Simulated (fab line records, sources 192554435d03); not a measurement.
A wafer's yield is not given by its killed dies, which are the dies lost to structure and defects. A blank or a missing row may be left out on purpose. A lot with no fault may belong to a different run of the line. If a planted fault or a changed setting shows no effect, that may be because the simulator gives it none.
The same fault as seen by 2 desks ; flow n5 finfet ; every desk sees just its own numbers, and what lay behind them comes last

== FROM THE METROLOGY DESK ==
Lot by lot, what the gauges showed, no matter which tool ran the lot: averages of those sampled wafers that carry a number. A lot is out of limits, marked OUT, if its mean lies more than 4 standard deviations from the usual mean; the brackets give that distance. 7 of its 15 readings are shown: the first one out of limits and those lying furthest out on some lot.
Columns: A = IOFF_P at N5_BEOL_M4_RC_MEAS_101, usual 0.23 nA/um; B = IOFF_P_85C at N5_BEOL_M4_RC_MEAS_101, usual 3.9 nA/um; C = IOFF_P_LIN at N5_BEOL_M4_RC_MEAS_101, usual 0.105 nA/um; D = IOFF_P_LONG at N5_BEOL_M4_RC_MEAS_101, usual 0.000106 nA/um; E = VT_N_LVT at N5_BEOL_M4_RC_MEAS_101, usual 97 mV; F = VT_P at N5_BEOL_M4_RC_MEAS_101, usual -249 mV; G = VT_P_LONG at N5_BEOL_M4_RC_MEAS_101, usual -275 mV
lot;first seen here;A;B;C;D;E;F;G
L699;day 7 21:26;0.25;4.2;0.117;0.000128;95;-245;-268
L700;day 8 01:06;0.26;4.4;0.117;0.000109;94;-247;-273
L702;day 8 14:21;0.20;3.5;0.093;0.000103;99;-251;-275
L701;day 8 14:53;0.16;2.9;0.078;0.000096;102;-255;-279
L703;day 8 20:50;0.19;3.4;0.092;0.000099;99;-250;-276
L704;day 9 08:34;0.30;4.9;0.131;0.000105;93;-247;-274
L708;day 10 00:43;0.82 (+14) OUT;11.5 (+13) OUT;0.358 (+17) OUT;0.000266 (+16) OUT;127 (+9.1) OUT;-216 (+9.4) OUT;-245 (+9.7) OUT
L714;day 11 21:02;0.41 (+4.5) OUT;6.4 (+4.4) OUT;0.195 (+6.0) OUT;0.000177 (+7.1) OUT;113 (+4.8) OUT;-236;-261 (+4.5) OUT
L715;day 11 23:19;0.22;4.0;0.107;0.000116;100;-247;-274
L716;day 12 00:23;0.23;3.9;0.109;0.000111;97;-246;-273
L718;day 12 17:45;0.20;3.5;0.094;0.000106;101;-249;-274
Per this desk, out of limits: L708, L714; the first was L708, day 10 00:43 (IOFF_P at N5_BEOL_M4_RC_MEAS_101). L699, L700, L702, L701, L703, L704, L715, L716, L718 stayed within limits.

== DESK OF THE TOOL OWNER: ald hk-02 ==
The tool's own readings at N5_HKMG_FIN_ALD_74 (deposits La2O3, target thk 0.5 nm, pulse time 6 s, co reactant pulse time 1 s): means of the sampled wafers that have a number, for each lot that ran on this tool. A lot is out of limits, marked OUT, if its mean lies more than 4 standard deviations from the usual mean; the brackets give that distance.
Columns: A = heater power w at N5_HKMG_FIN_ALD_74, usual 355 W; B = precursor pulse height rel at N5_HKMG_FIN_ALD_74, usual 0.999
lot;first seen here;A;B
L699;day 3 23:38;376;0.972
L701;day 4 11:53;399;1.002
L708;day 6 04:48;382;0.983
L714;day 7 20:08;321;1.010
Result from this desk: across the 4 lots, nothing is out of limits.

== BROUGHT TOGETHER ==
An alarm was possible from the metrology desk at day 10 00:43, on L708, L714.
The desk of the tool owner found nothing out of limits.
The tool owner's desk has L708, L714 on record, within its limits.
All the named lots went through N5_HKMG_FIN_ALD_74 on ald hk-02.

== WHAT THE SIMULATOR HAD PUT IN ==
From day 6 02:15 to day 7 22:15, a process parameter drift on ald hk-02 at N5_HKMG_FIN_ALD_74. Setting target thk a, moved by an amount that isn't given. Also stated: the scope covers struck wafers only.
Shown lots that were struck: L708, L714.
Time in hours between the start of the fault and the first out-of-limits reading at each desk: metrology desk, 94.
